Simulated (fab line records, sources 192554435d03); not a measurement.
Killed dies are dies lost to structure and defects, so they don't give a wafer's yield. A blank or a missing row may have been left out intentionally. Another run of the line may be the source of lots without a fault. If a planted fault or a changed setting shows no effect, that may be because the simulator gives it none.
The tool behind it: which one? | flow n5-finfet | 24 lots with 72 wafers sampled at 6 steps, on a route of 1938 steps

== WHAT THE GAUGES SHOWED, per wafer ==
N5_BEOL_M15_OVL_MEAS_29. Usual: for M15_OVL the level is -1 nm and the standard deviation is 5.6.
lot  | measured     | on         | M15_OVL (nm) | flag
L074 | day 11 20:59 | overlay-01 | -6 -3 1      |
L076 | day 12 00:52 | overlay-01 | -7 -7 -10    |
L075 | day 12 02:16 | overlay-01 | -8 -10 -9    |
L077 | day 12 06:20 | overlay-01 | -6 0 0       |
L078 | day 13 00:46 | overlay-02 | -6 5 -2      |
L079 | day 13 02:01 | overlay-02 | -10 0 -16    |
L081 | day 13 11:52 | overlay-01 | 4 -2 -4      |
L080 | day 13 17:00 | overlay-02 | -8 -15 -7    |
L082 | day 13 23:08 | overlay-01 | -6 -5 -4     |
L083 | day 14 08:22 | overlay-01 | 4 7 2        |
L084 | day 14 08:43 | overlay-01 | -1 -10 -5    |
L085 | day 14 10:34 | overlay-01 | 5 1 4        |
L086 | day 14 22:25 | overlay-01 | -3 6 -1      |
L087 | day 15 04:16 | overlay-01 | 1 8 5        |
L089 | day 15 14:54 | overlay-01 | 1 -4 7       |
L090 | day 15 20:17 | overlay-02 | -3 1 4       |
L091 | day 15 19:59 | overlay-02 | -1 9 -1      |
L088 | day 16 14:47 | overlay-02 | -3 -2 6      |
L092 | day 16 15:21 | overlay-01 | 4 4 2        |
L095 | day 16 18:18 | overlay-01 | 0 -2 3       |
L094 | day 17 03:00 | overlay-02 | -15 -8 -1    |
L093 | day 17 15:13 | overlay-02 | 5 7 -2       |
L096 | day 17 23:18 | overlay-02 | 2 -4 -7      |
L097 | day 18 13:14 | overlay-02 | 1 1 -2       |

N5_PASSIVATION_INSPECT_67: inspects for defects (macro). Usual: raw-defect-count at 2.0, with a standard deviation of 1.4.
lot  | measured     | on                | raw-defect-count | flag
L074 | day 12 21:27 | defect-inspect-01 | 0 2 1            |
L076 | day 12 20:29 | defect-inspect-02 | 0 2 1            |
L075 | day 12 21:37 | defect-inspect-01 | 4 0 1            |
L077 | day 12 20:44 | defect-inspect-01 | 1 2 3            |
L078 | day 13 16:10 | defect-inspect-01 | 1 0 3            |
L079 | day 13 20:35 | defect-inspect-01 | 2 3 3            |
L081 | day 14 01:34 | defect-inspect-01 | 1 0 5            |
L080 | day 14 08:41 | defect-inspect-01 | 6 2 1            |
L082 | day 14 13:14 | defect-inspect-02 | 2 1 2            |
L083 | day 14 21:43 | defect-inspect-02 | 4 4 4            |
L084 | day 14 21:58 | defect-inspect-02 | 1 2 2            |
L085 | day 15 03:12 | defect-inspect-01 | 4 6 0            |
L086 | day 15 13:40 | defect-inspect-01 | 4 0 2            |
L087 | day 15 20:07 | defect-inspect-02 | 1 1 1            |
L089 | day 16 08:49 | defect-inspect-02 | 3 1 2            |
L090 | day 16 13:27 | defect-inspect-02 | 0 3 1            |
L091 | day 16 12:49 | defect-inspect-02 | 2 2 4            |
L088 | day 17 09:29 | defect-inspect-01 | 2 0 2            |
L092 | day 17 08:46 | defect-inspect-01 | 1 1 3            |
L095 | day 17 10:11 | defect-inspect-02 | 4 4 1            |
L094 | day 17 17:38 | defect-inspect-02 | 4 2 2            |
L093 | day 18 06:51 | defect-inspect-01 | 3 4 1            |
L096 | day 18 12:10 | defect-inspect-02 | 4 3 4            |
L097 | day 19 03:47 | defect-inspect-02 | 2 0 3            |

== WHAT TOOL EACH LOT RAN ON (gives the tool, then ch and the chambers of the sampled wafers, and finally the start) ==
lot  | N5_BEOL_M14_CMP_49            | N5_BEOL_M15_DEGAS_41         | N5_BEOL_M15_SPUTTER_43       | N5_PASSIVATION_ETCH_59
L074 | cmp-04 ch 0,1, day 11 18:22   | pvd-sputter-01, day 12 05:04 | pvd-sputter-01, day 12 05:08 | rie-metal-03 ch 1, day 12 19:56
L076 | cmp-02 ch 0,1, day 11 22:13   | pvd-sputter-01, day 12 05:28 | pvd-sputter-01, day 12 05:32 | rie-metal-01 ch 0,1, day 12 19:08
L075 | cmp-04 ch 0,1, day 11 23:39   | pvd-sputter-02, day 12 05:28 | pvd-sputter-02, day 12 05:33 | rie-metal-01 ch 0,1, day 12 20:16
L077 | cmp-02 ch 0,2,3, day 12 03:47 | pvd-sputter-01, day 12 09:02 | pvd-sputter-01, day 12 09:07 | rie-metal-02 ch 0,1, day 12 19:17
L078 | cmp-04 ch 0,1, day 12 22:01   | pvd-sputter-03, day 13 02:46 | pvd-sputter-03, day 13 02:50 | rie-metal-03 ch 0,1, day 13 14:58
L079 | cmp-04 ch 0,1,2, day 12 23:03 | pvd-sputter-01, day 13 07:02 | pvd-sputter-01, day 13 07:07 | rie-metal-03 ch 0,1, day 13 19:15
L081 | cmp-04 ch 1,3, day 13 09:08   | pvd-sputter-02, day 13 14:02 | pvd-sputter-02, day 13 14:07 | rie-metal-01 ch 0,1, day 14 00:21
L080 | cmp-04 ch 1,2,3, day 13 14:21 | pvd-sputter-03, day 13 19:09 | pvd-sputter-03, day 13 19:14 | rie-metal-03 ch 0,1, day 14 07:11
L082 | cmp-03 ch 0,1,3, day 13 20:34 | pvd-sputter-03, day 14 01:58 | pvd-sputter-03, day 14 02:03 | rie-metal-02 ch 0,1, day 14 11:48
L083 | cmp-04 ch 2,3, day 14 05:35   | pvd-sputter-03, day 14 10:05 | pvd-sputter-03, day 14 10:10 | rie-metal-03 ch 0,1, day 14 20:23
L084 | cmp-03 ch 0,3, day 14 06:02   | pvd-sputter-01, day 14 10:33 | pvd-sputter-01, day 14 10:38 | rie-metal-01 ch 0,1, day 14 20:31
L085 | cmp-04 ch 0,1,3, day 14 07:52 | pvd-sputter-03, day 14 14:05 | pvd-sputter-03, day 14 14:10 | rie-metal-01 ch 0, day 15 01:41
L086 | cmp-04 ch 0,1,3, day 14 19:45 | pvd-sputter-03, day 15 00:08 | pvd-sputter-03, day 15 00:13 | rie-metal-01 ch 0, day 15 12:20
L087 | cmp-04 ch 0,2, day 15 01:39   | pvd-sputter-03, day 15 07:24 | pvd-sputter-03, day 15 07:29 | rie-metal-01 ch 0, day 15 18:46
L089 | cmp-02 ch 0,1,3, day 15 12:00 | pvd-sputter-03, day 15 18:48 | pvd-sputter-03, day 15 18:53 | rie-metal-02 ch 0,1, day 16 07:34
L090 | cmp-03 ch 1,2,3, day 15 17:28 | pvd-sputter-02, day 15 23:31 | pvd-sputter-02, day 15 23:35 | rie-metal-03 ch 0,1, day 16 12:02
L091 | cmp-04 ch 0,2, day 15 17:30   | pvd-sputter-01, day 15 23:17 | pvd-sputter-01, day 15 23:22 | rie-metal-02 ch 0,1, day 16 11:35
L088 | cmp-04 ch 0,1,2, day 16 11:55 | pvd-sputter-02, day 16 16:26 | pvd-sputter-02, day 16 16:31 | rie-metal-02 ch 1, day 17 08:16
L092 | cmp-02 ch 0,1,3, day 16 12:23 | pvd-sputter-02, day 16 19:12 | pvd-sputter-02, day 16 19:17 | rie-metal-02 ch 0,1, day 17 07:31
L095 | cmp-02 ch 0,2,3, day 16 14:29 | pvd-sputter-02, day 16 19:31 | pvd-sputter-02, day 16 19:36 | rie-metal-03 ch 0,1, day 17 08:44
L094 | cmp-02 ch 0,1, day 17 00:15   | pvd-sputter-01, day 17 05:43 | pvd-sputter-01, day 17 05:48 | rie-metal-03 ch 0,1, day 17 16:25
L093 | cmp-02 ch 1,2, day 17 12:25   | pvd-sputter-03, day 17 16:40 | pvd-sputter-03, day 17 16:44 | rie-metal-03 ch 1, day 18 05:38
L096 | cmp-02 ch 0,2,3, day 17 20:22 | pvd-sputter-02, day 18 00:20 | pvd-sputter-02, day 18 00:25 | rie-metal-02 ch 0, day 18 10:45
L097 | cmp-03 ch 0,3, day 18 10:40   | pvd-sputter-03, day 18 15:13 | pvd-sputter-03, day 18 15:18 | rie-metal-01 ch 0,1, day 19 02:10
- N5_BEOL_M14_CMP_49: polishes, stops on SiO2, t overpolish 5.2 s, target thk 560 nm.
- N5_BEOL_M15_DEGAS_41: time 60 s.
- N5_BEOL_M15_SPUTTER_43: material TaN, target thk 15 nm, time 24.19 s.
- N5_PASSIVATION_ETCH_59: etches TaN in Cl2/BCl3, target depth 65 nm, time 34.9 s.

== AS READ BY THE TOOLS THEMSELVES (means over the sampled wafers that have a number; for cases with no such wafer, the mark the record gives instead) ==
N5_BEOL_M14_CMP_49. Usual: barrier-field-endpoint-s 11.34 s, standard deviation 0.19; motor-current-A 7.8 A, standard deviation 0.74; overpolish-run-s 5.201 s, standard deviation 0.0086; slurry-filter-dp-kPa 13.48 kPa, standard deviation 0.15; time-to-endpoint-s 121 s, standard deviation 3.
lot  | tool   | barrier-field-endpoint-s (s) | motor-current-A (A) | overpolish-run-s (s) | slurry-filter-dp-kPa (kPa) | time-to-endpoint-s (s) | flag
L074 | cmp-04 | 11.31                        | 7.8                 | 5.203                | 13.49                      | 125                    |
L076 | cmp-02 | 11.13                        | 7.5                 | 5.211                | 13.47                      | 120                    |
L075 | cmp-04 | 11.32                        | 7.3                 | 5.205                | 13.51                      | 123                    |
L077 | cmp-02 | 11.20                        | 7.4                 | 5.196                | 13.59                      | 118                    |
L078 | cmp-04 | 11.42                        | 7.6                 | 5.207                | 13.50                      | 122                    |
L079 | cmp-04 | 11.31                        | 7.5                 | 5.201                | 13.57                      | 125                    |
L081 | cmp-04 | 11.58                        | 8.1                 | 5.207                | 13.51                      | 121                    |
L080 | cmp-04 | 11.34                        | 7.9                 | 5.196                | 13.49                      | 119                    |
L082 | cmp-03 | 11.31                        | 7.4                 | 5.207                | 13.56                      | 121                    |
L083 | cmp-04 | 11.48                        | 8.2                 | 5.203                | 13.47                      | 119                    |
L084 | cmp-03 | 11.46                        | 7.7                 | 5.200                | 13.51                      | 124                    |
L085 | cmp-04 | 11.30                        | 7.9                 | 5.206                | 13.32                      | 120                    |
L086 | cmp-04 | 11.40                        | 8.0                 | 5.196                | 13.43                      | 122                    |
L087 | cmp-04 | 11.21                        | 7.9                 | 5.204                | 13.49                      | 120                    |
L089 | cmp-02 | 11.28                        | 7.4                 | 5.206                | 13.47                      | 120                    |
L090 | cmp-03 | 11.64                        | 8.1                 | 5.211                | 13.47                      | 123                    |
L091 | cmp-04 | 11.28                        | 7.9                 | 5.199                | 13.48                      | 122                    |
L088 | cmp-04 | 11.11                        | 7.5                 | 5.201                | 13.45                      | 123                    |
L092 | cmp-02 | 11.32                        | 7.5                 | 5.198                | 13.34                      | 122                    |
L095 | cmp-02 | 11.61                        | 7.6                 | 5.196                | 13.57                      | 123                    |
L094 | cmp-02 | 11.25                        | 7.7                 | 5.196                | 13.41                      | 121                    |
L093 | cmp-02 | 11.27                        | 8.2                 | 5.192                | 13.50                      | 118                    |
L096 | cmp-02 | 11.34                        | 7.8                 | 5.203                | 13.53                      | 120                    |
L097 | cmp-03 | 11.32                        | 7.7                 | 5.198                | 13.59                      | 122                    |

N5_BEOL_M15_DEGAS_41. Usual: heater-power-w at 448 W, with a standard deviation of 53.
lot  | tool           | heater-power-w (W) | flag
L074 | pvd-sputter-01 | 466                |
L076 | pvd-sputter-01 | 432                |
L075 | pvd-sputter-02 | 470                |
L077 | pvd-sputter-01 | 462                |
L078 | pvd-sputter-03 | 422                |
L079 | pvd-sputter-01 | 494                |
L081 | pvd-sputter-02 | 458                |
L080 | pvd-sputter-03 | 433                |
L082 | pvd-sputter-03 | 413                |
L083 | pvd-sputter-03 | 419                |
L084 | pvd-sputter-01 | 456                |
L085 | pvd-sputter-03 | 438                |
L086 | pvd-sputter-03 | 415                |
L087 | pvd-sputter-03 | 396                |
L089 | pvd-sputter-03 | 419                |
L090 | pvd-sputter-02 | 458                |
L091 | pvd-sputter-01 | 403                |
L088 | pvd-sputter-02 | 504                |
L092 | pvd-sputter-02 | 484                |
L095 | pvd-sputter-02 | 498                |
L094 | pvd-sputter-01 | 465                |
L093 | pvd-sputter-03 | 416                |
L096 | pvd-sputter-02 | 488                |
L097 | pvd-sputter-03 | 427                |

N5_BEOL_M15_SPUTTER_43. Usual: throttle-valve-pct at 30.1 %, with a standard deviation of 1.
lot  | tool           | throttle-valve-pct (%) | flag
L074 | pvd-sputter-01 | 30.9                   |
L076 | pvd-sputter-01 | 31.2                   |
L075 | pvd-sputter-02 | 29.4                   |
L077 | pvd-sputter-01 | 30.8                   |
L078 | pvd-sputter-03 | 29.5                   |
L079 | pvd-sputter-01 | 31.4                   |
L081 | pvd-sputter-02 | 29.2                   |
L080 | pvd-sputter-03 | 29.9                   |
L082 | pvd-sputter-03 | 31.4                   |
L083 | pvd-sputter-03 | 29.2                   |
L084 | pvd-sputter-01 | 31.3                   |
L085 | pvd-sputter-03 | 29.5                   |
L086 | pvd-sputter-03 | 30.1                   |
L087 | pvd-sputter-03 | 30.2                   |
L089 | pvd-sputter-03 | 29.3                   |
L090 | pvd-sputter-02 | 29.1                   |
L091 | pvd-sputter-01 | 30.7                   |
L088 | pvd-sputter-02 | 29.0                   |
L092 | pvd-sputter-02 | 29.2                   |
L095 | pvd-sputter-02 | 29.2                   |
L094 | pvd-sputter-01 | 31.0                   |
L093 | pvd-sputter-03 | 29.5                   |
L096 | pvd-sputter-02 | 29.1                   |
L097 | pvd-sputter-03 | 30.6                   |

N5_PASSIVATION_ETCH_59. Usual: bcl3-flow-sccm 30.00 sccm, standard deviation 0.1; drypump-motor-current-A 5.7 A, standard deviation 0.37; oes-product-au 0.79 a.u., standard deviation 0.091; throttle-valve-pct 21.14 %, standard deviation 0.19.
lot  | tool         | bcl3-flow-sccm (sccm) | drypump-motor-current-A (A) | oes-product-au (a.u.) | throttle-valve-pct (%) | flag
L074 | rie-metal-03 | 29.94                 | 5.7                         | 0.88                  | 21.31                  |
L076 | rie-metal-01 | 29.98                 | 6.0                         | 0.73                  | 20.97                  |
L075 | rie-metal-01 | 29.90                 | 5.6                         | 0.82                  | 20.94                  |
L077 | rie-metal-02 | 29.89                 | 5.6                         | 0.73                  | 21.12                  |
L078 | rie-metal-03 | 30.02                 | 5.9                         | 0.84                  | 21.29                  |
L079 | rie-metal-03 | 30.08                 | 5.9                         | 0.83                  | 21.31                  |
L081 | rie-metal-01 | 29.99                 | 5.7                         | 0.81                  | 20.94                  |
L080 | rie-metal-03 | 29.92                 | 6.0                         | 0.79                  | 21.28                  |
L082 | rie-metal-02 | 29.98                 | 5.6                         | 0.72                  | 21.13                  |
L083 | rie-metal-03 | 29.96                 | 6.0                         | 0.78                  | 21.30                  |
L084 | rie-metal-01 | 30.13                 | 5.7                         | 0.80                  | 20.95                  |
L085 | rie-metal-01 | 30.13                 | 5.3                         | 0.87                  | 20.92                  |
L086 | rie-metal-01 | 29.92                 | 5.3                         | 0.85                  | 20.93                  |
L087 | rie-metal-01 | 29.91                 | 5.3                         | 0.85                  | 20.91                  |
L089 | rie-metal-02 | 30.03                 | 5.6                         | 0.71                  | 21.12                  |
L090 | rie-metal-03 | 29.92                 | 6.0                         | 0.78                  | 21.29                  |
L091 | rie-metal-02 | 30.00                 | 5.4                         | 0.76                  | 21.25                  |
L088 | rie-metal-02 | 30.07                 | 5.2                         | 0.79                  | 21.39                  |
L092 | rie-metal-02 | 30.11                 | 5.4                         | 0.74                  | 21.28                  |
L095 | rie-metal-03 | 30.03                 | 5.9                         | 0.80                  | 21.32                  |
L094 | rie-metal-03 | 29.99                 | 6.0                         | 0.77                  | 21.32                  |
L093 | rie-metal-03 | 30.07                 | 5.7                         | 0.83                  | 21.33                  |
L096 | rie-metal-02 | 29.95                 | 5.8                         | 0.66                  | 21.03                  |
L097 | rie-metal-01 | 30.04                 | 5.7                         | 0.86                  | 20.89                  |

== THE ANSWER, worked out from the rows above alone ==
Rule: a lot counts as off when the mean over its wafers that have a number is more than 3 standard deviations away from the usual mean. Also off: a lot with no number at a reading for which 4 or more lots have one. The other lots that the step has rows for count as sound. The gauges are gone through in route order, then the tools' own readings, and for those a lot's mean is taken as printed above. At the first step where some lot is off, the reading lying furthest off is the one used; lots without a number count as furthest.
None of the lots is off at any reading shown; this tells nothing.

== WHAT THE SIMULATOR PUT IN ==
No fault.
